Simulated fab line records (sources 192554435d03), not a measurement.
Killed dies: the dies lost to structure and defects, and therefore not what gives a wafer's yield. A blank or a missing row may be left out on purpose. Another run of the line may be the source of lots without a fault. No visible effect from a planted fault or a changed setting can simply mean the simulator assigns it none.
fab line records	flow n5-finfet
[record] lots = 7	wafers = 39
route steps=1938 shown FIN_SAQP@130 DUMMY_GATE@250 SD_EPI_P@321 SD_ACTIVATION@330 MOL_CONTACT_COAG@559
start-h: hours from the record's first day to the start of the lot's first wafer shown	wait-h: hours from the lot's prior step to this one	" the same as in the row above	L1.1+2: several wafers, shown together as one row	- no value present, or no start provided	* or withheld: withheld	< > ~ a bound
route shown NAME@n: names a module that has steps shown in the file, with the first one's number in the route	usual: mean/standard deviation taken from wafers without a fault	same: alike in all rows	chamber/n: place in a boat	sites: each site's reading	_std_site: the values' standard deviation	_edge_site: the outer-site mean with the inner-site mean subtracted	radius-mm: how far each site lies from the wafer's centre	mask NAME#n: copy n	behind: tool/chamber where the wafer was last shaped	hold: why the lot was held/for how many hours/how that ended	device: transistor that didn't switch, given as n, p or np	end of line: at the end of the route, the tests of the same wafers	where a step has no rows: the recipe by itself	killed: count of dies lost to structure and defects at first sort (not the wafer's yield)	map: dies across one wafer; x = killed, . = not, _ = none there
set.NAME: setting as actually run; set.NAME@STEP: the setting as run at that earlier step	model.NAME: the simulator's own value behind a step, which no gauge read
one table per step and one row per wafer, for lots whose settings were changed on purpose
[[steps]]
[step N5_FIN_SAQP_ETCH_65]
[recipe] chemistry = CF4	target = SiO2	target-depth-a = 40	ion-energy-ev = 350	time-s = 4.4	pressure-mtorr = 10	icp-w = 800	bias-w = 400	cf4-flow-sccm = 80
lot.wafer	tool	chamber	start-h	wait-h	set.time-s	model.etch.depth-nm
L074.1	rie-si-04	0	25.86	0.1	4.4	4.16
L074.4	"	3	"	"	4.4	4.111
L074.5	"	3	"	"	4.4	4.077
L076.1	rie-si-01	1	37.18	0.1	4.4	3.973
L076.2	"	2	"	"	4.4	4.029
L076.3	"	0	"	"	4.4	3.815
L076.4	"	3	"	"	4.4	3.878
L076.5	"	2	"	"	4.4	4.008
L076.6	"	1	"	"	4.4	3.967
L077.1	rie-si-05	2	41.66	0.1	4.4	4.034
L077.2	"	0	"	"	5.426	5.05
L077.3	"	3	"	"	5.426	4.717
L077.4	"	1	"	"	5.426	4.904
L077.5	"	2	"	"	4.4	4.048
L077.6	"	1	"	"	4.4	3.956
L079.1	rie-si-01	0	54.44	0.1	4.4	3.821
L079.2	"	2	"	"	3.527	3.229
L079.3	"	1	"	"	4.4	3.96
L079.4	"	3	"	"	4.4	3.914
L079.5	"	0	"	"	3.527	3.072
L079.6	"	3	"	"	3.527	3.129
L081.1	rie-si-05	2	66.96	0.1	3.494	3.259
L081.2	"	0	"	"	3.494	3.279
L081.3	"	3	"	"	4.4	3.862
L081.4	"	1	"	"	4.4	4.015
L081.5	"	2	"	"	3.494	3.266
L081.6	"	1	"	"	4.4	3.995
L088.1	rie-si-05	3	108.34	0.1	4.4	3.832
L088.2	"	1	"	"	4.4	3.94
L088.3	"	2	"	"	5.227	4.8
L088.4	"	0	"	"	4.4	4.075
L088.5	"	0	"	"	5.227	4.839
L088.6	"	3	"	"	5.227	4.566
L091.1	rie-si-05	1	126.51	0.1	4.4	3.952
L091.2	"	3	"	"	3.737	3.249
L091.3	"	2	"	"	4.4	4.04
L091.4	"	0	"	"	3.737	3.457
L091.5	"	3	"	"	4.4	3.795
L091.6	"	2	"	"	3.737	3.451
[step N5_DUMMY_GATE_ETCH_42]
[recipe] chemistry = CHF3/O2	target = SiO2	target-depth-a = 35	time-s = 31	ion-energy-ev = 30	bias-w = 12	pressure-mtorr = 30	source-w = 600	Ar_flow_sccm = 200	CHF3_flow_sccm = 50	O2_flow_sccm = 5
[usual] rf-vpp-V = 42.2/1
lot.wafer	tool	chamber	start-h	wait-h	set.bias-w	rf-vpp-V
L074.1	rie-diel-04	0	48.50	0.0	12	43.1
L074.4	"	2	"	"	12	42.1
L074.5	"	1	"	"	12	42.4
L076.1	rie-diel-05	0	59.95	0.0	13.44	45.8
L076.2	"	1	"	"	12	41.8
L076.3	"	2	"	"	13.44	45.2
L076.4	"	3	"	"	12	42.8
L076.5	"	2	"	"	13.44	44.4
L076.6	"	1	"	"	12	41.5
L077.1	rie-diel-05	1	64.88	0.0	12	42.1
L077.2	"	3	"	"	12.61	42.9
L077.3	"	0	"	"	12	42.9
L077.4	"	2	"	"	12.61	43.1
L077.5	"	3	"	"	12	40.9
L077.6	"	0	"	"	12.61	43.1
L079.1	rie-diel-05	3	76.48	0.1	13.02	43.9
L079.2	"	0	"	"	12	42.7
L079.3	"	2	"	"	12	42.5
L079.4	"	1	"	"	13.02	44.2
L079.5	"	3	"	"	12	41.8
L079.6	"	0	"	"	13.02	45.3
L081.1	rie-diel-05	1	91.09	0.0	12	41.8
L081.2	"	3	"	"	12	41.9
L081.3	"	0	"	"	12	41.7
L081.4	"	2	"	"	14.27	47.0
L081.5	"	0	"	"	14.27	48.7
L081.6	"	3	"	"	14.27	48.0
L088.1	rie-diel-03	1	132.87	0.0	12	42.6
L088.2	"	3	"	"	11.34	42.2
L088.3	"	0	"	"	11.34	41.2
L088.4	"	2	"	"	12	42.6
L088.5	"	0	"	"	11.34	42.7
L088.6	"	1	"	"	12	41.9
L091.1	rie-diel-05	2	154.10	0.0	12	41.3
L091.2	"	0	"	"	12	41.9
L091.3	"	1	"	"	12	40.1
L091.4	"	3	"	"	12	42.8
L091.5	"	0	"	"	12	41.0
L091.6	"	3	"	"	12	40.5
[step N5_SD_EPI_P_EPI_21]
[recipe] material = SiGe:B	dopant = B	temp-c = 550	pressure-torr = 20	ambient = H2	time-s = 355
lot.wafer	tool	chamber	start-h	wait-h	set.time-s	model.SiGe-B_of_SD_EPI_P_EPI_21.thk-nm
L074.1	epi-rpcvd-01	0	56.06	0.1	355	61
L074.4	"	0	57.14	1.1	355	61.2
L074.5	"	0	"	"	355	60.8
L076.1+4	epi-rpcvd-01	0	67.07	0.1	355	60.8
L076.2	"	0	"	"	355	60
L076.3	"	0	"	"	355	61.6
L076.5	"	0	"	"	355	61
L076.6	"	0	"	"	355	60.4
L077.1	epi-rpcvd-01	0	71.91	0.1	355	60.4
L077.2+5	"	0	"	"	355	61.2
L077.3+6	"	0	"	"	355	62
L077.4	"	0	"	"	355	60.8
L079.1	epi-rpcvd-02	0	87.42	0.1	420	68.4
L079.2	"	0	"	"	420	67.8
L079.3	"	0	"	"	420	68
L079.4	"	0	"	"	355	60.8
L079.5	"	0	"	"	355	61
L079.6	"	0	"	"	355	62
L081.1+3	epi-rpcvd-01	0	98.61	0.1	355	60.8
L081.2	"	0	"	"	355	60.6
L081.4+5	"	0	"	"	355	61.2
L081.6	"	0	"	"	355	61
L088.1	epi-rpcvd-03	0	139.97	0.1	422.5	69.2
L088.2	"	0	"	"	422.5	70
L088.3	"	0	"	"	422.5	69.8
L088.4	"	0	"	"	355	61
L088.5	"	0	"	"	355	60.8
L088.6	"	0	"	"	355	62
L091.1+3	epi-rpcvd-02	0	161.08	0.1	290	54.4
L091.2	"	0	"	"	355	62
L091.4	"	0	"	"	290	53.8
L091.5	"	0	"	"	355	61.8
L091.6	"	0	"	"	355	61.6
[step N5_SD_EPI_P_EPI_MEAS_23]
[recipe] mode = xrd
[usual] thk-nm = 61.0/1.3
lot.wafer	tool	chamber	start-h	wait-h	set.time-s@SD_EPI_P_EPI_21	thk-nm
L074.1	film-metro-02	-	58.27	1.9	355	61.5
L074.4	"	-	"	"	355	60.8
L074.5	"	-	"	"	355	59.7
L076.1	film-metro-02	-	69.26	1.8	355	60.5
L076.2	"	-	"	"	355	57.5
L076.3	"	-	"	"	355	61.2
L076.4	"	-	"	"	355	60.1
L076.5	"	-	"	"	355	58.2
L076.6	"	-	"	"	355	60.9
L077.1	film-metro-02	-	74.11	1.8	355	60.6
L077.2	"	-	"	"	355	62.0
L077.3	"	-	"	"	355	60.7
L077.4	"	-	"	"	355	60.7
L077.5	"	-	"	"	355	59.3
L077.6	"	-	"	"	355	61.6
L079.1	film-metro-02	-	89.62	1.8	420	67.5
L079.2	"	-	"	"	420	64.9
L079.3	"	-	"	"	420	68.3
L079.4	"	-	"	"	355	61.9
L079.5	"	-	"	"	355	61.2
L079.6	"	-	"	"	355	60.7
L081.1	film-metro-01	-	100.81	1.8	355	58.8
L081.2	"	-	"	"	355	59.6
L081.3	"	-	"	"	355	59.9
L081.4	"	-	"	"	355	60.0
L081.5	"	-	"	"	355	62.1
L081.6	"	-	"	"	355	61.3
L088.1	film-metro-01	-	142.17	1.8	422.5	69.2
L088.2	"	-	"	"	422.5	70.7
L088.3	"	-	"	"	422.5	70.1
L088.4	"	-	"	"	355	61.3
L088.5	"	-	"	"	355	60.7
L088.6	"	-	"	"	355	62.0
L091.1	film-metro-02	-	163.28	1.9	290	54.2
L091.2	"	-	"	"	355	62.6
L091.3	"	-	"	"	290	53.8
L091.4	"	-	"	"	290	51.0
L091.5	"	-	"	"	355	63.2
L091.6	"	-	"	"	355	62.5
[step N5_SD_EPI_P_HM_STRIP_48]
[recipe] chemistry = H3PO4	temp-c = 160	material = SiNx	target = SiNx	target-depth-a = 30	overetch-fraction = 0.3
[step N5_SD_EPI_P_SRD_49]
[recipe] dry = ipa-marangoni	time-s = 30	temp-c = 23	rinse-liquid = diw
[step N5_SD_EPI_P_PRECLEAN_24]
[recipe] chemistry = O3/DIW	time-s = 45	temp-c = 22	o3-ppm = 10
lot.wafer	tool	chamber	start-h	wait-h	set.time-s@SD_EPI_P_EPI_21	model.SiGe-B_of_SD_EPI_P_EPI_21.thk-nm
L074.1	wet-bench-06	2	58.38	0.0	355	60.6
L074.4	"	0	"	"	355	60.8
L074.5	"	3	"	"	355	60.4
L076.1	wet-bench-02	0	69.37	0.0	355	60.2
L076.2	"	7	"	"	355	59.6
L076.3	"	1	"	"	355	61
L076.4+5	"	2,3	"	"	355	60.4
L076.6	"	6	"	"	355	60
L077.1	wet-bench-02	6	74.21	0.0	355	60
L077.2	"	4	"	"	355	60.8
L077.3+6	"	5,3	"	"	355	61.6
L077.4	"	0	"	"	355	60.4
L077.5	"	7	"	"	355	60.6
L079.1	wet-bench-02	0	89.73	0.0	420	67.8
L079.2+3	"	5,4	"	"	420	67.4
L079.4	"	3	"	"	355	60.4
L079.5	"	2	"	"	355	60.6
L079.6	"	1	"	"	355	61.6
L081.1+6	wet-bench-04	2,4	100.96	0.0	355	60.4
L081.2+3	"	0,3	"	"	355	60.2
L081.4+5	"	7,1	"	"	355	60.8
L088.1	wet-bench-06	0	142.27	0.0	422.5	68.6
L088.2	"	2	"	"	422.5	69.4
L088.3	"	7	"	"	422.5	69.2
L088.4+5	"	3,4	"	"	355	60.4
L088.6	"	1	"	"	355	61.6
L091.1+3	wet-bench-04	2,7	163.38	0.0	290	54
L091.2+5	"	0,5	"	"	355	61.4
L091.4	"	1	"	"	290	53.4
L091.6	"	6	"	"	355	61.2
[step N5_SD_EPI_P_PRECLEAN_32]
[recipe] chemistry = dHF	time-s = 10	dilution = 500:1	temp-c = 25
[step N5_SD_EPI_P_PRECLEAN_33]
[recipe] chemistry = SC2	time-s = 45	temp-c = 35	mix = 1:1:50
[step N5_SD_ACTIVATION_RTA_00]
[recipe] temp-c = 975	time-s = 0	ambient = N2	idle-temp-c = 600	ramp-up-c-per-s = 150	ramp-down-c-per-s = 60	cool-to-c = 600
[step N5_SD_ACTIVATION_LSA_01]
[recipe] temp-c = 1080	time-s = 0.0008	ambient = N2
[step N5_SD_ACTIVATION_RS_MEAS_03]
[recipe] thk-meas-gauge = four-point-probe
[usual] RS_SD_N = 21.94/0.27	RS_SD_P = 56.1/0.82
lot.wafer	tool	chamber	start-h	wait-h	set.time-s@SD_EPI_P_EPI_21	RS_SD_N[ohm/sq]	RS_SD_P[ohm/sq]
L074.1	film-metro-01	-	58.89	0.2	355	22.04	56.0
L074.4	"	-	"	"	355	21.78	55.3
L074.5	"	-	"	"	355	21.87	55.3
L076.1	film-metro-02	-	69.87	0.2	355	22.26	57.2
L076.2	"	-	"	"	355	22.37	57.7
L076.3	"	-	"	"	355	22.29	56.7
L076.4	"	-	"	"	355	22.37	56.9
L076.5	"	-	"	"	355	22.17	57.2
L076.6	"	-	"	"	355	22.46	57.2
L077.1	film-metro-02	-	74.71	0.2	355	22.20	55.6
L077.2	"	-	"	"	355	21.87	55.1
L077.3	"	-	"	"	355	22.22	54.6
L077.4	"	-	"	"	355	22.12	55.8
L077.5	"	-	"	"	355	22.03	54.9
L077.6	"	-	"	"	355	22.09	54.2
L079.1	film-metro-02	-	90.29	0.2	420	21.97	50.4
L079.2	"	-	"	"	420	22.21	51.2
L079.3	"	-	"	"	420	22.13	50.4
L079.4	"	-	"	"	355	21.90	56.7
L079.5	"	-	"	"	355	21.89	56.4
L079.6	"	-	"	"	355	21.98	55.4
L081.1	film-metro-01	-	101.46	0.2	355	21.97	56.6
L081.2	"	-	"	"	355	21.93	56.7
L081.3	"	-	"	"	355	21.89	57.2
L081.4	"	-	"	"	355	22.15	56.7
L081.5	"	-	"	"	355	21.87	55.8
L081.6	"	-	"	"	355	21.78	56.9
L088.1	film-metro-01	-	142.77	0.2	422.5	22.45	49.5
L088.2	"	-	"	"	422.5	22.26	48.8
L088.3	"	-	"	"	422.5	22.02	48.9
L088.4	"	-	"	"	355	22.23	56.3
L088.5	"	-	"	"	355	21.98	55.8
L088.6	"	-	"	"	355	22.47	55.1
L091.1	film-metro-01	-	163.88	0.2	290	21.72	63.1
L091.2	"	-	"	"	355	21.86	54.9
L091.3	"	-	"	"	290	21.65	62.9
L091.4	"	-	"	"	290	21.78	63.2
L091.5	"	-	"	"	355	21.65	55.6
L091.6	"	-	"	"	355	21.92	55.2
[step N5_MOL_CONTACT_COAG_ALD_27]
[recipe] material = SiOC	target-thk-a = 170	temp-c = 400	ald-precursor-family = carbosiloxane	ald-co-reactant = H2-plasma	pulse-time-s = 1.5	time-s = 2720	purge-time-s = 2	co-reactant-purge-time-s = 2	ald-cycles = 340	pressure-torr = 2
lot.wafer	tool	chamber	start-h	wait-h	set.ald-cycles	model.SiOC_of_MOL_CONTACT_COAG_ALD_27.thk-nm
L074.1+4+5	ald-sin-01	3,0,0	95.28	0.0	340	17
L076.1+2	ald-sin-03	1,3	108.18	0.0	340	17.2
L076.3+4+5+6	"	2,0,3,0	"	"	340	17
L077.1+6	ald-sin-01	2	111.45	0.0	340	17
L077.2	"	3	"	"	304	15.2
L077.3	"	0	"	"	340	16.8
L077.4+5	"	1,3	"	"	304	15
L079.1+6	ald-sin-01	3,1	126.10	0.0	287	14.2
L079.2	"	0	"	"	340	16.8
L079.3	"	2	"	"	287	14.4
L079.4+5	"	1,0	"	"	340	17
L081.1	ald-sin-04	0	138.32	0.0	340	17
L081.2	"	1	"	"	364	18.2
L081.3+6	"	2	"	"	364	18.4
L081.4+5	"	3	"	"	340	17.2
L088.1+3+4	ald-sin-03	3,0,2	177.12	0.0	386	19.4
L088.2+6	"	1,2	"	"	340	17
L088.5	"	1	"	"	340	17.2
L091.1+6	ald-sin-03	0,2	201.66	0.0	357	18
L091.2+5	"	1	"	"	340	17
L091.3	"	3	"	"	357	17.8
L091.4	"	2	"	"	340	17.2
[step N5_MOL_CONTACT_COAG_ETCH_124]
[recipe] chemistry = CH3F/O2	target = SiNx	target-depth-a = 65	mask-material = SOC	stop-on = SiOC	over-etch-frac = 0.3	ion-energy-ev = 120	pressure-mtorr = 30	source-w = 395	bias-w = 73	Ar_flow_sccm = 150	CH3F_flow_sccm = 30	O2_flow_sccm = 20	ends = end-point
[usual] rf-vpp-V = 294/6
lot.wafer	tool	chamber	start-h	wait-h	set.source-w	rf-vpp-V
L074.1	rie-diel-02	0	101.77	0.0	395	290
L074.4	"	3	"	"	395	294
L074.5	"	0	"	"	395	291
L076.1	rie-diel-02	3	113.62	0.0	395	292
L076.2	"	0	"	"	395	291
L076.3	"	1	"	"	395	289
L076.4	"	3	"	"	395	291
L076.5	"	0	"	"	395	290
L076.6	"	1	"	"	395	288
L077.1	rie-diel-06	3	117.20	0.0	459.9	273
L077.2	"	0	"	"	459.9	275
L077.3	"	2	"	"	395	287
L077.4	"	2	"	"	395	286
L077.5	"	3	"	"	459.9	269
L077.6	"	0	"	"	395	295
L079.1	rie-diel-02	3	131.24	0.0	432.3	279
L079.2	"	0	"	"	395	291
L079.3	"	2	"	"	395	306
L079.4	"	1	"	"	395	289
L079.5	"	0	"	"	432.3	279
L079.6	"	3	"	"	432.3	279
L081.1	rie-diel-02	1	143.51	0.0	395	290
L081.2	"	3	"	"	395	292
L081.3	"	0	"	"	333	314
L081.4	"	2	"	"	333	332
L081.5	"	2	"	"	333	331
L081.6	"	3	"	"	395	290
L088.1	rie-diel-06	1	181.86	0.0	395	298
L088.2	"	0	"	"	395	296
L088.3	"	2	"	"	395	286
L088.4	"	3	"	"	395	291
L088.5	"	2	"	"	395	285
L088.6	"	3	"	"	395	292
L091.1	rie-diel-01	3	206.79	0.0	395	305
L091.2	"	2	"	"	395	295
L091.3	"	1	"	"	395	299
L091.4	"	0	"	"	330.6	318
L091.5	"	0	"	"	330.6	320
L091.6	"	3	"	"	330.6	331
[[key]]
[split] step = N5_FIN_SAQP_ETCH_65	setting = time-s	stated = 4.4	by = wafer
[response] step = N5_FIN_SAQP_ETCH_65	reading = model.etch.depth-nm	change = +0.0374	per = 1%	r = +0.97
[split] step = N5_DUMMY_GATE_ETCH_42	setting = bias-w	stated = 12	by = wafer
[response] step = N5_DUMMY_GATE_ETCH_42	reading = rf-vpp-V	change = +0.282	per = 1%	r = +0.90
[split] step = N5_SD_EPI_P_EPI_21	setting = time-s	stated = 355	by = wafer
[response] step = N5_SD_EPI_P_EPI_21	reading = model.SiGe-B_of_SD_EPI_P_EPI_21.thk-nm	change = +0.41	per = 1%	r = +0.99
[response] step = N5_SD_EPI_P_EPI_MEAS_23	reading = thk-nm	change = *	per = 1%	r = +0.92
[response] step = N5_SD_EPI_P_PRECLEAN_24	reading = model.SiGe-B_of_SD_EPI_P_EPI_21.thk-nm	change = +0.404	per = 1%	r = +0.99
[response] step = N5_SD_ACTIVATION_RS_MEAS_03	reading = RS_SD_P	change = -0.359	per = 1%	r = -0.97
[split] step = N5_MOL_CONTACT_COAG_ALD_27	setting = ald-cycles	stated = 340	by = wafer
[response] step = N5_MOL_CONTACT_COAG_ALD_27	reading = model.SiOC_of_MOL_CONTACT_COAG_ALD_27.thk-nm	change = +0.172	per = 1%	r = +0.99
[split] step = N5_MOL_CONTACT_COAG_ETCH_124	setting = source-w	stated = 395	by = wafer
[response] step = N5_MOL_CONTACT_COAG_ETCH_124	reading = rf-vpp-V	change = -1.55	per = 1%	r = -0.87
